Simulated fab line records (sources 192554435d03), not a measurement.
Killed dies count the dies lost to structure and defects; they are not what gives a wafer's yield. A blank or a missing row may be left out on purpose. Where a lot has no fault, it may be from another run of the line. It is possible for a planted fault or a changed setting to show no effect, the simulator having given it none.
fab line records	flow n5Finfet
record: lots: 7	wafers: 39
route steps=1938 shown ZERO_LAYER@16 FIN_SAQP@100 SD_EPI_N@279 HKMG_FIN@435 MOL_CONTACT_COAG@608
startH: hours from the record's first day to the start of the lot's first wafer shown	waitH: how many hours have passed since the lot's step before this one	" the same as in the row above	L1.1+2: a single row standing in for several wafers	- no value, or no start was given	* or withheld: withheld	< > ~ a bound
route shown NAME@n: NAME is a module with steps in the file, n the number in the route of the first one	usual: the fault-free wafers' mean and standard deviation	same: alike in all rows	chamber/n: place in a boat	sites: each site's reading	_std_site: their standard deviation	_edge_site: mean of outer sites minus mean of inner sites	radiusMm: for every site, how far away it sits from the centre of the wafer	mask NAME#n: copy n	behind: the last tool/chamber to shape the wafer	hold: why the lot went on hold/how many hours it stayed there/how the hold came to an end	device: transistor that didn't switch, given as n, p or np	end of line: at the end of the route, the tests of the same wafers	a step with no rows: only its recipe	killed: not the wafer's yield, but the dies lost to structure and defects at the first sort	map: dies across one wafer; x = killed, . = not, _ = none there
set.NAME: the setting as run; set.NAME@STEP: as run at that earlier step	model.NAME: the simulator's own value behind a step, which no gauge read
lots with deliberately changed settings; one table per step, one row per wafer
== steps ==
step: N5_ZERO_LAYER_ETCH_18
recipe: chemistry: HBr/Cl2	target: Si	targetDepthA: 1200	timeS: 40	pressureMtorr: 10	icpW: 800	biasW: 75	HBr_flow_sccm: 150	Cl2_flow_sccm: 80
lot.wafer	tool	chamber	startH	waitH	set.targetDepthA	model.etch.depthNm	model.ZERO_LAYER.featureDepthNm	model.coat_of_ZERO_LAYER_COAT_05.thkNm
L085.1	rieSi-03	0	78.97	0.0	1200	122	122	928.6
L085.2	"	1	"	"	1200	118.1	118.1	930.6
L085.3	"	3	"	"	1200	116.3	116.3	932.1
L085.4	"	3	"	"	1200	118.4	118.4	929.9
L085.5	"	0	"	"	1200	120.9	120.9	930.2
L085.6	"	1	"	"	1200	117.3	117.3	933.1
L086.1	rieSi-04	0	85.01	0.0	1200	118.7	118.7	934.3
L086.2	"	1	"	"	1200	120.7	120.7	934.8
L086.3	"	3	"	"	1200	120	120	932
L086.4	"	2	"	"	1602	160.7	160.6	922.1
L086.5	"	1	"	"	1602	161.2	161.2	918.1
L086.6	"	0	"	"	1602	157.8	157.8	920.9
L087.1	rieSi-03	0	91.40	0.0	1691	171.4	171.4	908.3
L087.2	"	3	"	"	1200	116.8	116.8	923
L087.3	"	1	"	"	1200	119.8	119.8	927.4
L087.4	"	2	"	"	1200	121.4	121.4	926.6
L087.5	"	3	"	"	1691	165.8	165.8	908.3
L087.6	"	0	"	"	1691	173.3	173.3	906.9
L089.1	rieSi-03	1	102.79	0.0	1200	118.4	118.4	935.3
L089.2	"	0	"	"	1200	121.9	121.9	934.9
L089.3	"	3	"	"	1200	117.3	117.3	935.2
L089.4	"	1	"	"	1200	118.4	118.4	936.7
L089.5	"	0	"	"	1200	121.4	121.4	933.1
L089.6	"	3	"	"	1200	117.4	117.4	933.2
L092.1	rieSi-02	0	120.79	0.0	1200	119.7	119.7	929.4
L092.3	"	2	"	"	1200	120.5	120.5	929.6
L092.5	"	0	"	"	1200	120.4	120.4	927.5
L094.1	rieSi-02	2	132.79	0.1	1200	118.8	118.8	933.2
L094.2	"	1	"	"	1558	154.7	154.7	920.7
L094.3	"	0	"	"	1200	119.1	119.1	930.8
L094.4	"	3	"	"	1200	120.1	120.1	931
L094.5	"	2	"	"	1558	155.3	155.3	920.1
L094.6	"	1	"	"	1558	156.3	156.3	919.8
L095.1	rieSi-04	0	138.80	0.1	1200	118.2	118.2	929.5
L095.2	"	1	"	"	1200	119.2	119.2	927.5
L095.3	"	2	"	"	1200	118.2	118.2	930.7
L095.4	"	3	"	"	899.9	88.56	88.56	937.2
L095.5	"	0	"	"	899.9	88.9	88.9	941
L095.6	"	3	"	"	899.9	89.13	89.13	938.2
step: N5_ZERO_LAYER_STRIP_24
recipe: chemistry: O2	powerW: 1000	tempC: 250	overashFraction: 0.3	pressureMtorr: 1000	o2FlowSccm: 6750
usual: stripTimeToEndpointS: 43.84/0.087
lot.wafer	tool	chamber	startH	waitH	set.targetDepthA@ZERO_LAYER_ETCH_18	stripTimeToEndpointS
L085.1	plasmaAsher-01	0	79.08	0.1	1200	43.78
L085.2	"	1	"	"	1200	43.85
L085.3	"	1	"	"	1200	43.89
L085.4	"	0	"	"	1200	43.82
L085.5	"	1	"	"	1200	43.84
L085.6	"	0	"	"	1200	43.93
L086.1	plasmaAsher-02	1	85.12	0.1	1200	43.97
L086.2	"	0	"	"	1200	43.98
L086.3	"	0	"	"	1200	43.89
L086.4	"	1	"	"	1602	43.60
L086.5	"	1	"	"	1602	43.46
L086.6	"	0	"	"	1602	43.56
L087.1	plasmaAsher-02	0	91.50	0.1	1691	43.18
L087.2	"	1	"	"	1200	43.62
L087.3	"	0	"	"	1200	43.74
L087.4	"	1	"	"	1200	43.74
L087.5	"	0	"	"	1691	43.19
L087.6	"	1	"	"	1691	43.14
L089.1	plasmaAsher-02	0	102.89	0.1	1200	43.99
L089.2	"	1	"	"	1200	43.98
L089.3	"	1	"	"	1200	43.99
L089.4	"	0	"	"	1200	44.02
L089.5	"	0	"	"	1200	43.93
L089.6	"	1	"	"	1200	43.93
L092.1	plasmaAsher-02	0	120.89	0.1	1200	43.81
L092.3	"	1	"	"	1200	43.82
L092.5	"	0	"	"	1200	43.75
L094.1	plasmaAsher-01	1	132.90	0.1	1200	43.92
L094.2	"	0	"	"	1558	43.53
L094.3	"	0	"	"	1200	43.87
L094.4	"	1	"	"	1200	43.85
L094.5	"	1	"	"	1558	43.53
L094.6	"	0	"	"	1558	43.53
L095.1	plasmaAsher-01	0	138.90	0.1	1200	43.81
L095.2	"	1	"	"	1200	43.75
L095.3	"	0	"	"	1200	43.85
L095.4	"	1	"	"	899.9	44.04
L095.5	"	1	"	"	899.9	44.15
L095.6	"	0	"	"	899.9	44.08
step: N5_FIN_SAQP_PECVD_06
recipe: material: a-Si	targetThkA: 600	tempC: 400	precursor: SiH4/He	pressureTorr: 3	rfW: 100	timeS: 48.1
lot.wafer	tool	chamber	startH	waitH	set.timeS	model.a-Si_of_FIN_SAQP_PECVD_06.thkNm
L085.1	pecvd-01	2	88.05	0.0	48.1	60.77
L085.2	"	0	"	"	48.1	60.25
L085.3	"	1	"	"	30.01	36.25
L085.4	"	0	"	"	48.1	61.26
L085.5	"	1	"	"	30.01	36.38
L085.6	"	2	"	"	30.01	38.05
L086.1	pecvd-01	1	93.36	0.0	48.1	58.88
L086.2	"	2	"	"	74.34	92.6
L086.3	"	0	"	"	74.34	93.65
L086.4	"	2	"	"	48.1	61.21
L086.5	"	0	"	"	48.1	61.64
L086.6	"	1	"	"	74.34	93.68
L087.1	pecvd-01	1	100.42	0.0	20.71	25.2
L087.2	"	2	"	"	20.71	25.16
L087.3	"	2	"	"	48.1	61.51
L087.4	"	1	"	"	48.1	60.42
L087.5	"	2	"	"	20.71	26.62
L087.6	"	1	"	"	48.1	59.47
L089.1	pecvd-01	1	111.23	0.0	48.1	59.08
L089.2	"	2	"	"	48.1	60.07
L089.3	"	1	"	"	48.1	60.17
L089.4	"	2	"	"	33.92	42.9
L089.5	"	1	"	"	33.92	42.08
L089.6	"	2	"	"	33.92	42.02
L092.1	pecvd-03	1	128.93	0.0	48.1	59.89
L092.3	"	0	"	"	48.1	60.27
L092.5	"	2	"	"	48.1	61.12
L094.1	pecvd-03	1	141.16	0.0	61.93	75.88
L094.2	"	2	"	"	48.1	59
L094.3	"	0	"	"	48.1	59.72
L094.4	"	0	"	"	61.93	78.74
L094.5	"	2	"	"	61.93	78.12
L094.6	"	1	"	"	48.1	60.13
L095.1	pecvd-03	2	146.55	0.0	60.58	74.95
L095.2	"	0	"	"	48.1	59.58
L095.3	"	1	"	"	60.58	74.91
L095.4	"	0	"	"	48.1	60.91
L095.5	"	1	"	"	60.58	76.06
L095.6	"	2	"	"	48.1	60.01
step: N5_FIN_SAQP_THK_MEAS_07
usual: thkNm: 60.2/0.83
lot.wafer	tool	chamber	startH	waitH	set.timeS@FIN_SAQP_PECVD_06	thkNm
L085.1	filmMetro-01	-	88.14	0.1	48.1	60.8
L085.2	"	-	"	"	48.1	60.3
L085.3	"	-	"	"	30.01	36.2
L085.4	"	-	"	"	48.1	61.3
L085.5	"	-	"	"	30.01	36.4
L085.6	"	-	"	"	30.01	38.0
L086.1	filmMetro-02	-	93.47	0.1	48.1	58.9
L086.2	"	-	"	"	74.34	92.6
L086.3	"	-	"	"	74.34	93.6
L086.4	"	-	"	"	48.1	61.2
L086.5	"	-	"	"	48.1	61.6
L086.6	"	-	"	"	74.34	93.7
L087.1	filmMetro-02	-	100.53	0.1	20.71	25.2
L087.2	"	-	"	"	20.71	25.1
L087.3	"	-	"	"	48.1	61.5
L087.4	"	-	"	"	48.1	60.4
L087.5	"	-	"	"	20.71	26.6
L087.6	"	-	"	"	48.1	59.4
L089.1	filmMetro-02	-	111.35	0.1	48.1	59.1
L089.2	"	-	"	"	48.1	60.0
L089.3	"	-	"	"	48.1	60.2
L089.4	"	-	"	"	33.92	42.9
L089.5	"	-	"	"	33.92	42.0
L089.6	"	-	"	"	33.92	42.0
L092.1	filmMetro-02	-	129.02	0.1	48.1	59.9
L092.3	"	-	"	"	48.1	60.3
L092.5	"	-	"	"	48.1	61.1
L094.1	filmMetro-01	-	141.25	0.1	61.93	75.8
L094.2	"	-	"	"	48.1	59.0
L094.3	"	-	"	"	48.1	59.7
L094.4	"	-	"	"	61.93	78.8
L094.5	"	-	"	"	61.93	78.1
L094.6	"	-	"	"	48.1	60.1
L095.1	filmMetro-01	-	146.64	0.1	60.58	75.0
L095.2	"	-	"	"	48.1	59.6
L095.3	"	-	"	"	60.58	75.0
L095.4	"	-	"	"	48.1	60.9
L095.5	"	-	"	"	60.58	76.1
L095.6	"	-	"	"	48.1	60.0
step: N5_FIN_SAQP_HM_DEP_72
recipe: material: SiO2	targetThkA: 120	tempC: 400	precursor: SiH4/N2O	pressureTorr: 0.75	rfW: 275	timeS: 7.2
step: N5_FIN_SAQP_COAT_49
recipe: resist: SOC	tempC: 250	timeS: 60	spinRpm: 1500	resistThkNm: 100
step: N5_FIN_SAQP_HM_OPEN_73
recipe: chemistry: CHF3/O2	target: SiO2	stopOn: a-Si	targetDepthA: 120	overEtchFrac: 1.8	maskMaterial: SOC	timeS: 16.8	pressureMtorr: 30	sourceW: 650	biasW: 170	Ar_flow_sccm: 200	CHF3_flow_sccm: 50	O2_flow_sccm: 5	ionEnergyEv: 200	ends: endPoint
step: N5_FIN_SAQP_STRIP_74
recipe: chemistry: CHF3/O2	resist: SiARC	rfFrequencyHz: 6e+07
step: N5_FIN_SAQP_MANDREL_ETCH_22
recipe: targetDepthA: 600	chemistry: HBr/Cl2	target: a-Si	stopOn: SiNx	btTimeS: 10	overEtchFrac: 0.5	timeS: 30	pressureMtorr: 10	icpW: 800	biasW: 75	HBr_flow_sccm: 150	Cl2_flow_sccm: 80	ends: endPoint
usual: oesProductAu: 0.770/0.016
lot.wafer	tool	chamber	startH	waitH	set.timeS@FIN_SAQP_PECVD_06	oesProductAu	model.etch.depthNm
L085.1	rieSi-02	2	89.01	0.0	48.1	0.792	60.73
L085.2	"	1	"	"	48.1	0.783	60.18
L085.3	"	3	"	"	30.01	0.592	36.23
L085.4	"	0	"	"	48.1	0.768	61.22
L085.5	"	1	"	"	30.01	0.597	36.36
L085.6	"	0	"	"	30.01	0.587	37.98
L086.1	rieSi-03	3	94.33	0.0	48.1	0.760	58.85
L086.2	"	0	"	"	74.34	1.029	91.92
L086.3	"	1	"	"	74.34	0.971	88.82
L086.4	"	2	"	"	48.1	0.785	61.21
L086.5	"	3	"	"	48.1	0.786	61.61
L086.6	"	2	"	"	74.34	1.016	91.91
L087.1	rieSi-02	1	101.40	0.0	20.71	0.505	25.15
L087.2	"	3	"	"	20.71	0.509	25.16
L087.3	"	0	"	"	48.1	0.765	61.51
L087.4	"	2	"	"	48.1	0.777	60.37
L087.5	"	1	"	"	20.71	0.520	26.62
L087.6	"	2	"	"	48.1	0.773	59.47
L089.1	rieSi-02	0	112.42	0.0	48.1	0.741	59.08
L089.2	"	2	"	"	48.1	0.787	60.02
L089.3	"	3	"	"	48.1	0.787	60.17
L089.4	"	1	"	"	33.92	0.638	42.88
L089.5	"	3	"	"	33.92	0.644	42.08
L089.6	"	2	"	"	33.92	0.634	41.99
L092.1	rieSi-02	3	130.04	0.0	48.1	0.776	59.86
L092.3	"	1	"	"	48.1	0.778	60.26
L092.5	"	0	"	"	48.1	0.766	61.08
L094.1	rieSi-03	0	142.12	0.0	61.93	0.917	75.85
L094.2	"	3	"	"	48.1	0.762	59
L094.3	"	1	"	"	48.1	0.756	59.67
L094.4	"	2	"	"	61.93	0.916	78.74
L094.5	"	3	"	"	61.93	0.900	78.07
L094.6	"	0	"	"	48.1	0.787	60.11
L095.1	rieSi-03	0	147.50	0.0	60.58	0.899	74.95
L095.2	"	3	"	"	48.1	0.761	59.56
L095.3	"	1	"	"	60.58	0.868	74.86
L095.4	"	2	"	"	48.1	0.778	60.89
L095.5	"	3	"	"	60.58	0.887	76.06
L095.6	"	2	"	"	48.1	0.773	59.96
step: N5_SD_EPI_N_ETCH_16
recipe: chemistry: CHF3/O2	target: SiO2	targetDepthA: 50	maskMaterial: SOC	pressureMtorr: 30	sourceW: 650	biasW: 170	Ar_flow_sccm: 200	CHF3_flow_sccm: 50	O2_flow_sccm: 5	ionEnergyEv: 200
lot.wafer	tool	chamber	startH	waitH	set.targetDepthA	model.etch.depthNm	model.SiARC_of_SD_EPI_N_COAT_33.thkNm
L085.1	rieDiel-03	1	116.81	0.1	50	5.022	12.2
L085.2	"	2	"	"	34.31	3.421	13.4
L085.3	"	0	"	"	34.31	3.511	12.8
L085.4	"	3	"	"	50	4.905	13
L085.5	"	2	"	"	34.31	3.461	13.6
L085.6	"	1	"	"	50	4.999	12.2
L086.1	rieDiel-04	3	123.56	0.1	50	4.958	13
L086.2	"	2	"	"	50	5.037	12.6
L086.3+6	"	1	"	"	50	5.049	12.2
L086.4	"	0	"	"	50	4.96	12.6
L086.5	"	2	"	"	50	5.045	12.6
L087.1	rieDiel-04	3	129.31	0.1	38.9	3.823	13.6
L087.2	"	1	"	"	50	5.042	12.2
L087.3	"	2	"	"	38.9	3.876	13.2
L087.4	"	0	"	"	50	4.965	12.4
L087.5	"	3	"	"	38.9	3.872	13.4
L087.6	"	2	"	"	50	5.01	12.4
L089.1	rieDiel-04	0	141.71	0.1	50	4.948	12.6
L089.2	"	3	"	"	72.94	7.111	11.4
L089.3	"	1	"	"	72.94	7.304	10.6
L089.4	"	3	"	"	50	4.874	13
L089.5	"	1	"	"	72.94	7.331	10.6
L089.6	"	0	"	"	50	4.943	12.4
L092.1	rieDiel-02	2	156.08	0.1	50	5.011	12.4
L092.3	"	0	"	"	50	4.938	12.4
L092.5	"	1	"	"	50	4.777	13.4
L094.1	rieDiel-04	1	172.49	0.1	50	4.949	12.4
L094.2	"	0	"	"	50	4.965	12.6
L094.3	"	2	"	"	50	5.165	11.8
L094.4	"	2	"	"	50	5.108	11.8
L094.5	"	0	"	"	50	4.959	12.4
L094.6	"	1	"	"	50	5.047	12
L095.1	rieDiel-04	0	176.11	0.1	50	4.95	12.4
L095.2	"	2	"	"	23.42	2.385	13.6
L095.3	"	1	"	"	23.42	2.333	14
L095.4	"	0	"	"	23.42	2.305	14.4
L095.5	"	2	"	"	50	5.121	11.8
L095.6	"	1	"	"	50	4.988	12
step: N5_HKMG_FIN_ETCH_32
recipe: chemistry: N2/H2	target: SOC	targetDepthA: 2400	tempC: 40	timeS: 300	ionEnergyEv: 200	maskMaterial: SiARC	pressureMtorr: 30	sourceW: 840	biasW: 150	n2FlowSccm: 200	h2FlowSccm: 200
lot.wafer	tool	chamber	startH	waitH	set.targetDepthA	model.HKMG_FIN.featureDepthNm	model.etch.depthNm	model.SiARC_of_HKMG_FIN_COAT_30.thkNm
L085.1	rieDiel-02	0	140.83	0.0	2400	237.4	237.3	21
L085.2	"	3	"	"	3361	348.2	348.2	14.6
L085.3	"	1	"	"	2400	224.8	224.8	21.8
L085.4	"	2	"	"	2400	242.8	242.7	21
L085.5	"	2	"	"	3361	335.4	335.5	15.6
L085.6	"	3	"	"	3361	346.8	346.8	14.6
L086.1	rieDiel-02	3	148.65	0.0	3201	327.8	327.7	15.8
L086.2	"	2	"	"	3201	320.8	320.9	16.6
L086.3	"	1	"	"	2400	225.6	225.5	21.8
L086.4	"	0	"	"	2400	237.4	237.5	21.2
L086.5	"	1	"	"	3201	301.6	301.5	17.6
L086.6	"	0	"	"	2400	238.6	238.5	21.2
L087.1	rieDiel-04	1	154.03	0.0	2400	240.8	240.7	21
L087.2	"	3	"	"	2400	230.6	230.7	21.8
L087.3	"	0	"	"	2400	235.4	235.4	21.4
L087.4	"	3	"	"	2400	231.8	231.8	21.8
L087.5	"	0	"	"	2400	235.6	235.6	21.4
L087.6	"	1	"	"	2400	240.4	240.4	21
L089.1	rieDiel-04	2	166.35	0.0	1593	163.4	163.3	25.4
L089.2	"	1	"	"	2400	241.4	241.5	20.8
L089.3	"	0	"	"	2400	236	236.1	21.2
L089.4	"	2	"	"	1593	164	164	25.6
L089.5	"	0	"	"	1593	156.6	156.6	25.8
L089.6	"	1	"	"	2400	242	242	20.8
L092.1	rieDiel-03	1	180.26	0.0	2400	240.8	240.7	20.8
L092.3	"	3	"	"	2400	235.8	235.8	21.8
L092.5	"	3	"	"	2400	237.2	237.2	21.6
L094.1	rieDiel-04	2	202.14	0.0	2400	244.8	244.8	21
L094.2	"	1	"	"	2400	239.2	239.3	21
L094.3	"	3	"	"	2400	233.2	233.3	21.6
L094.4	"	3	"	"	2400	234	234.1	21.6
L094.5	"	2	"	"	2400	245.2	245.3	21
L094.6	"	1	"	"	2400	240.2	240.2	21
L095.1	rieDiel-03	1	202.22	0.0	2400	236.8	236.8	20.8
L095.2	"	0	"	"	2400	248	248.1	20.2
L095.3	"	2	"	"	2400	240	240	20.6
L095.4	"	3	"	"	2400	239.2	239.1	21.2
L095.5	"	1	"	"	2400	236.6	236.5	21
L095.6	"	0	"	"	2400	245.8	245.9	20.4
step: N5_MOL_CONTACT_COAG_ALD_133
recipe: material: SiO2	targetThkA: 50	tempC: 100	aldPrecursorFamily: BDEAS	aldCoReactant: O2-plasma	pulseTimeS: 1	coReactantPulseTimeS: 1	purgeTimeS: 2	coReactantPurgeTimeS: 2	aldCycles: 35	pressureTorr: 2
lot.wafer	tool	chamber	startH	waitH	set.aldCycles	model.SiO2_of_MOL_CONTACT_COAG_ALD_133.thkNm
L085.1+2+3+4+5+6	aldSin-02	3,1,2,0,1,2	164.99	0.1	35	5
L086.1+2+6	aldSin-02	0,1,3	176.98	0.7	51	7.2
L086.3+4+5	"	3,2,2	"	"	35	5
L087.1+4+6	aldSin-02	0,1,1	180.58	0.4	54	7.8
L087.2+3+5	"	2,3,2	"	"	35	5
L089.1+2+6	aldSin-03	0,2,3	193.37	0.1	35	5
L089.3+5	"	3,0	"	"	19	2.8
L089.4	"	1	"	"	19	2.6
L092.1+3+5	aldSin-02	0,1,3	204.29	0.1	35	5
L094.1+2+6	aldSin-03	2,0,3	227.97	0.1	55	7.8
L094.3+4+5	"	1,3,2	"	"	35	5
L095.1+2+3+4+5+6	aldSin-03	0,3,1,2,2,1	228.15	0.1	35	5
== key ==
split: step: N5_ZERO_LAYER_ETCH_18	setting: targetDepthA	stated: 1200	by: wafer
response: step: N5_ZERO_LAYER_ETCH_18	reading: model.etch.depthNm	change: +1.22	per: 1%	r: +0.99
response: step: N5_ZERO_LAYER_ETCH_18	reading: model.ZERO_LAYER.featureDepthNm	change: +1.22	per: 1%	r: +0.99
response: step: N5_ZERO_LAYER_ETCH_18	reading: model.coat_of_ZERO_LAYER_COAT_05.thkNm	change: -0.408	per: 1%	r: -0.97
response: step: N5_ZERO_LAYER_STRIP_24	reading: stripTimeToEndpointS	change: *	per: 1%	r: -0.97
split: step: N5_FIN_SAQP_PECVD_06	setting: timeS	stated: 48.1	by: wafer
response: step: N5_FIN_SAQP_PECVD_06	reading: model.a-Si_of_FIN_SAQP_PECVD_06.thkNm	change: +0.609	per: 1%	r: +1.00
response: step: N5_FIN_SAQP_THK_MEAS_07	reading: thkNm	change: *	per: 1%	r: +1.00
response: step: N5_FIN_SAQP_MANDREL_ETCH_22	reading: oesProductAu	change: +0.00453	per: 1%	r: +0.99
response: step: N5_FIN_SAQP_MANDREL_ETCH_22	reading: model.etch.depthNm	change: +0.596	per: 1%	r: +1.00
split: step: N5_SD_EPI_N_ETCH_16	setting: targetDepthA	stated: 50	by: wafer
response: step: N5_SD_EPI_N_ETCH_16	reading: model.etch.depthNm	change: +0.0503	per: 1%	r: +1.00
response: step: N5_SD_EPI_N_ETCH_16	reading: model.SiARC_of_SD_EPI_N_COAT_33.thkNm	change: -0.0365	per: 1%	r: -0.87
split: step: N5_HKMG_FIN_ETCH_32	setting: targetDepthA	stated: 2400	by: wafer
response: step: N5_HKMG_FIN_ETCH_32	reading: model.HKMG_FIN.featureDepthNm	change: +2.53	per: 1%	r: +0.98
response: step: N5_HKMG_FIN_ETCH_32	reading: model.etch.depthNm	change: +2.53	per: 1%	r: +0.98
response: step: N5_HKMG_FIN_ETCH_32	reading: model.SiARC_of_HKMG_FIN_COAT_30.thkNm	change: -0.148	per: 1%	r: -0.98
split: step: N5_MOL_CONTACT_COAG_ALD_133	setting: aldCycles	stated: 35	by: wafer
response: step: N5_MOL_CONTACT_COAG_ALD_133	reading: model.SiO2_of_MOL_CONTACT_COAG_ALD_133.thkNm	change: +0.0497	per: 1%	r: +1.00
